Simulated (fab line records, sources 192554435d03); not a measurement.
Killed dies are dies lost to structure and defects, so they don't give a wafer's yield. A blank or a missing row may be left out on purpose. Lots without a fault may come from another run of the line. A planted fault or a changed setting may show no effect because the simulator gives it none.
Which tool did it? | flow n5_finfet | 24 lots, 72 wafers sampled, at 2 steps of a route of 1938

WHAT THE GAUGES READ, wafer by wafer
N5_BEOL_M2_CD_MEAS_11: target cd 16.79 nm.
lot  | measured     | on        | cd_nm (nm)
L075 | day 6 17:10  | cd_sem-01 | 16.90 16.88 16.83
L074 | day 6 20:47  | cd_sem-02 | 17.38 17.55 17.42
L076 | day 7 03:29  | cd_sem-01 | 17.33 16.78 16.53
L077 | day 7 07:42  | cd_sem-02 | 17.01 16.90 16.88
L079 | day 7 18:54  | cd_sem-01 | 17.17 17.04 17.05
L078 | day 7 22:34  | cd_sem-02 | 16.73 16.45 15.99
L080 | day 8 00:34  | cd_sem-03 | 17.01 17.39 16.73
L081 | day 8 11:01  | cd_sem-03 | 16.82 16.97 16.73
L082 | day 8 15:07  | cd_sem-03 | 16.46 16.47 16.94
L083 | day 8 21:55  | cd_sem-01 | 16.94 17.30 17.23
L084 | day 9 10:13  | cd_sem-01 | 17.13 17.47 16.67
L087 | day 10 00:58 | cd_sem-01 | 16.64 16.82 16.45
L085 | day 10 08:07 | cd_sem-03 | 17.22 16.96 16.30
L086 | day 10 09:07 | cd_sem-02 | 16.75 17.23 16.66
L088 | day 10 19:59 | cd_sem-02 | 16.62 16.76 16.80
L089 | day 10 20:05 | cd_sem-03 | 16.99 16.93 16.77
L091 | day 10 20:11 | cd_sem-03 | 17.11 16.55 16.86
L090 | day 10 23:42 | cd_sem-02 | 17.05 17.19 16.61
L092 | day 11 03:52 | cd_sem-03 | 16.53 16.53 16.61
L093 | day 11 07:37 | cd_sem-03 | 16.85 16.49 16.45
L094 | day 11 12:17 | cd_sem-01 | 16.64 16.73 16.70
L095 | day 11 21:23 | cd_sem-02 | 16.68 16.68 16.91
L096 | day 12 03:46 | cd_sem-01 | 17.02 16.66 16.78
L097 | day 12 16:05 | cd_sem-02 | 16.92 16.67 16.85

N5_BEOL_M2_OVL_MEAS_12.
lot  | measured     | on         | M2_OVL (nm)
L075 | day 6 17:13  | overlay-02 | 0.4 -0.5 -0.9
L074 | day 6 20:49  | overlay-01 | 1.6 2.2 1.0
L076 | day 7 03:31  | overlay-02 | -0.8 -0.4 -0.3
L077 | day 7 07:44  | overlay-01 | 0.0 0.2 -0.3
L079 | day 7 18:56  | overlay-02 | 0.2 1.1 1.0
L078 | day 7 22:36  | overlay-01 | -0.1 0.6 0.4
L080 | day 8 00:37  | overlay-01 | 0.9 0.6 0.1
L081 | day 8 11:03  | overlay-02 | 0.7 1.0 0.8
L082 | day 8 15:08  | overlay-02 | 0.7 1.1 -0.3
L083 | day 8 21:57  | overlay-02 | 0.9 0.5 0.5
L084 | day 9 10:16  | overlay-02 | 0.9 0.7 1.5
L087 | day 10 01:00 | overlay-02 | -0.2 1.4 1.1
L085 | day 10 08:09 | overlay-01 | 0.1 -0.1 0.0
L086 | day 10 09:09 | overlay-01 | 0.4 -0.1 -0.2
L088 | day 10 20:01 | overlay-02 | 1.3 0.6 0.4
L089 | day 10 20:07 | overlay-01 | 0.5 0.4 -0.1
L091 | day 10 20:13 | overlay-02 | -0.3 0.3 0.7
L090 | day 10 23:44 | overlay-01 | 0.0 0.1 0.9
L092 | day 11 03:54 | overlay-01 | 0.0 0.7 0.1
L093 | day 11 07:39 | overlay-01 | -0.4 0.1 0.7
L094 | day 11 12:19 | overlay-02 | 1.2 0.6 0.8
L095 | day 11 21:26 | overlay-01 | 0.7 0.2 1.0
L096 | day 12 03:49 | overlay-02 | 1.4 1.1 1.8
L097 | day 12 16:07 | overlay-01 | 0.0 1.4 0.5

WHICH TOOL RAN EACH LOT (tool, then ch and the chambers of the sampled wafers, then the start)
The record holds no process step before these readings.

WHAT THE TOOLS THEMSELVES READ (means of the sampled wafers that have a number; where no wafer has one, the mark that the record gives instead)
The record holds no such reading with a usual standard deviation.

THE ANSWER, worked out from the rows above alone
Rule: what is usual is taken from the lots themselves. Put in order of their means at a reading, lots are off if they are a third of the lots or fewer, leave a main group of 4 or more, and stand apart from it by a gap of 3 or more times the standard deviation of the main group's means; of several such gaps the widest counts. A main group whose means are all the same, to the digits that the tables above print for the reading, isn't used. A lot without any number at a reading at which 4 lots or more have one is off too. The other lots that the step has rows for count as sound. The gauges are gone through in route order, then the tools' own readings, and for those a lot's mean is taken as printed above. The first step at which some lot is off is used, and at that step the reading that is off furthest; a lot without a number counts as furthest.
No lot is off at any reading shown: from this, nothing can be told.

WHAT THE SIMULATOR HAD PUT IN
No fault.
